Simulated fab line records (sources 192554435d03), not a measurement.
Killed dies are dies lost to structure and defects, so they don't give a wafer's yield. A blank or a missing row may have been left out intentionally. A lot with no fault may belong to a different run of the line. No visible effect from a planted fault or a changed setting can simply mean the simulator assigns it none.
Which of the tools did it? || flow n5 finfet || 12 lots, 36 wafers sampled, at 3 steps of a route of 1938

== WHAT THE GAUGES SHOWED, per wafer ==
N5_BEOL_M7_INSPECT_13: inspects for defects (brightfield).
{"lot": "L075", "measured": "day 10 03:33", "on": "defect inspect-01", "raw defect count": "267 358 243"}
{"lot": "L078", "measured": "day 10 10:23", "on": "defect inspect-01", "raw defect count": "301 382 514"}
{"lot": "L079", "measured": "day 10 18:37", "on": "defect inspect-02", "raw defect count": "508 432 463"}
{"lot": "L081", "measured": "day 10 21:58", "on": "defect inspect-01", "raw defect count": "454 482 536"}
{"lot": "L083", "measured": "day 11 12:49", "on": "defect inspect-02", "raw defect count": "333 290 348"}
{"lot": "L085", "measured": "day 12 01:07", "on": "defect inspect-02", "raw defect count": "319 506 266"}
{"lot": "L087", "measured": "day 12 21:01", "on": "defect inspect-01", "raw defect count": "463 446 549"}
{"lot": "L090", "measured": "day 13 05:13", "on": "defect inspect-01", "raw defect count": "356 386 214"}
{"lot": "L091", "measured": "day 13 15:49", "on": "defect inspect-02", "raw defect count": "221 297 376"}
{"lot": "L092", "measured": "day 14 03:39", "on": "defect inspect-02", "raw defect count": "432 373 419"}
{"lot": "L094", "measured": "day 14 08:19", "on": "defect inspect-01", "raw defect count": "316 426 345"}
{"lot": "L097", "measured": "day 15 08:32", "on": "defect inspect-01", "raw defect count": "349 698 620"}

== EACH LOT AND THE TOOL THAT RAN IT (in order: tool; ch and the chambers of the sampled wafers; start) ==
{"lot": "L075", "N5_BEOL_M6_SPUTTER_48": "pvd sputter-02, day 9 23:58", "N5_BEOL_M7_HM_DEP_02": "pvd sputter-01, day 10 03:07"}
{"lot": "L078", "N5_BEOL_M6_SPUTTER_48": "pvd sputter-01, day 10 05:08", "N5_BEOL_M7_HM_DEP_02": "pvd sputter-02, day 10 09:50"}
{"lot": "L079", "N5_BEOL_M6_SPUTTER_48": "pvd sputter-02, day 10 14:53", "N5_BEOL_M7_HM_DEP_02": "pvd sputter-02, day 10 18:12"}
{"lot": "L081", "N5_BEOL_M6_SPUTTER_48": "pvd sputter-01, day 10 19:07", "N5_BEOL_M7_HM_DEP_02": "pvd sputter-01, day 10 21:25"}
{"lot": "L083", "N5_BEOL_M6_SPUTTER_48": "pvd sputter-01, day 11 09:52", "N5_BEOL_M7_HM_DEP_02": "pvd sputter-03, day 11 12:23"}
{"lot": "L085", "N5_BEOL_M6_SPUTTER_48": "pvd sputter-03, day 11 21:53", "N5_BEOL_M7_HM_DEP_02": "pvd sputter-01, day 12 00:34"}
{"lot": "L087", "N5_BEOL_M6_SPUTTER_48": "pvd sputter-01, day 12 15:46", "N5_BEOL_M7_HM_DEP_02": "pvd sputter-02, day 12 20:28"}
{"lot": "L090", "N5_BEOL_M6_SPUTTER_48": "pvd sputter-02, day 13 01:49", "N5_BEOL_M7_HM_DEP_02": "pvd sputter-02, day 13 04:39"}
{"lot": "L091", "N5_BEOL_M6_SPUTTER_48": "pvd sputter-03, day 13 10:14", "N5_BEOL_M7_HM_DEP_02": "pvd sputter-01, day 13 15:16"}
{"lot": "L092", "N5_BEOL_M6_SPUTTER_48": "pvd sputter-02, day 14 00:22", "N5_BEOL_M7_HM_DEP_02": "pvd sputter-01, day 14 03:06"}
{"lot": "L094", "N5_BEOL_M6_SPUTTER_48": "pvd sputter-01, day 14 04:56", "N5_BEOL_M7_HM_DEP_02": "pvd sputter-01, day 14 07:46"}
{"lot": "L097", "N5_BEOL_M6_SPUTTER_48": "pvd sputter-02, day 15 04:52", "N5_BEOL_M7_HM_DEP_02": "pvd sputter-02, day 15 07:58"}
- N5_BEOL_M6_SPUTTER_48: material Cu, target thk 10 nm, time 1.667 s.
- N5_BEOL_M7_HM_DEP_02: deposits TiN, target thk 20 nm.

== THE ANSWER, worked out from the rows above alone ==
Rule: the lots themselves supply what counts as usual. Put in order of their means at a reading, lots are off if they are a third of the lots or fewer, leave a main group of 4 or more, and stand apart from it by a gap of 3 or more times the standard deviation of the main group's means; of several such gaps the widest counts. Not used: any main group whose means are identical at the precision the tables above print for the reading. A lot without any number at a reading at which 4 lots or more have one is off too. Where the step has rows for the other lots, those lots are counted as sound.
No lot is off at any reading shown: from this, nothing can be told.

== WHAT THE SIMULATOR HAD INSERTED ==
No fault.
